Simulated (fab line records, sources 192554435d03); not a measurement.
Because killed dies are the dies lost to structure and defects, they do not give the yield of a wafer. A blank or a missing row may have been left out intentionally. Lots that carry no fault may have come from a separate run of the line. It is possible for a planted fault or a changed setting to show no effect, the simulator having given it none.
Matching of chambers	flow n5_finfet	N5_BEOL_M13_ETCH_67 on rie_diel-06: 4 sister chambers
The step etches SiARC in CF4, target depth 143 nm, time 238.3 s. 14 wafers are shown with their chamber, then 7 later ones without.

## EACH WAFER AND ITS CHAMBER
wafer	chamber	showerhead_plenum_p_Torr (Torr)	throttle_valve_pct (%)	oes_product_au (a.u.)
L075.2	1	2.14	15.68	0.61
L075.3	3	2.03	15.95	0.58
L075.5	3	2.03	15.96	0.59
L077.1	0	2.12	16.14	0.60
L077.2	1	2.14	15.71	0.60
L077.5	0	2.12	16.14	0.60
L081.2	2	2.07	15.59	0.66
L081.5	3	2.03	15.97	0.58
L081.6	0	2.12	16.14	0.59
L088.1	2	2.06	15.62	0.66
L088.3	0	2.12	16.19	0.58
L088.6	1	2.13	15.73	0.59
L089.1	0	2.12	16.17	0.59
L089.3	2	2.06	15.62	0.66

SIGNATURES, as means of the wafers listed above
reading	chamber 0	chamber 1	chamber 2	chamber 3	scatter within a chamber
showerhead_plenum_p_Torr	2.1200	2.1367	2.0633	2.0300	0.00365
throttle_valve_pct	16.1560	15.7067	15.6100	15.9600	0.0205
oes_product_au	0.5920	0.6000	0.6600	0.5833	0.00739
Rule: distance of a wafer from a chamber = root of the sum over the readings of ((wafer's reading minus chamber's mean) / reading's scatter) squared. If the next closest chamber is less than 2 further off than the closest, the wafer can't be placed; otherwise it belongs to the closest. How the scatter is found: for the shown wafers, subtract from each reading the mean of its chamber, square and add these, divide the total by (wafers less chambers), then take the root.

## WAFERS WITHOUT THEIR CHAMBER
wafer	showerhead_plenum_p_Torr (Torr)	throttle_valve_pct (%)	oes_product_au (a.u.)
L089.5	2.12	16.18	0.58
L094.2	2.11	16.20	0.58
L094.4	2.06	15.65	0.65
L094.6	2.13	15.74	0.59
L095.1	2.13	15.75	0.58
L095.4	2.13	15.75	0.59
L095.5	2.06	15.65	0.64

## CHAMBER TAKEN BY EACH
wafer	from the rows above	in truth
L089.5	0	0
L094.2	0	0
L094.4	2	2
L094.6	1	1
L095.1	1	1
L095.4	1	1
L095.5	2	2
7 of 7 placed correctly. Not placeable from these rows: 0. Number placed wrongly: 0.
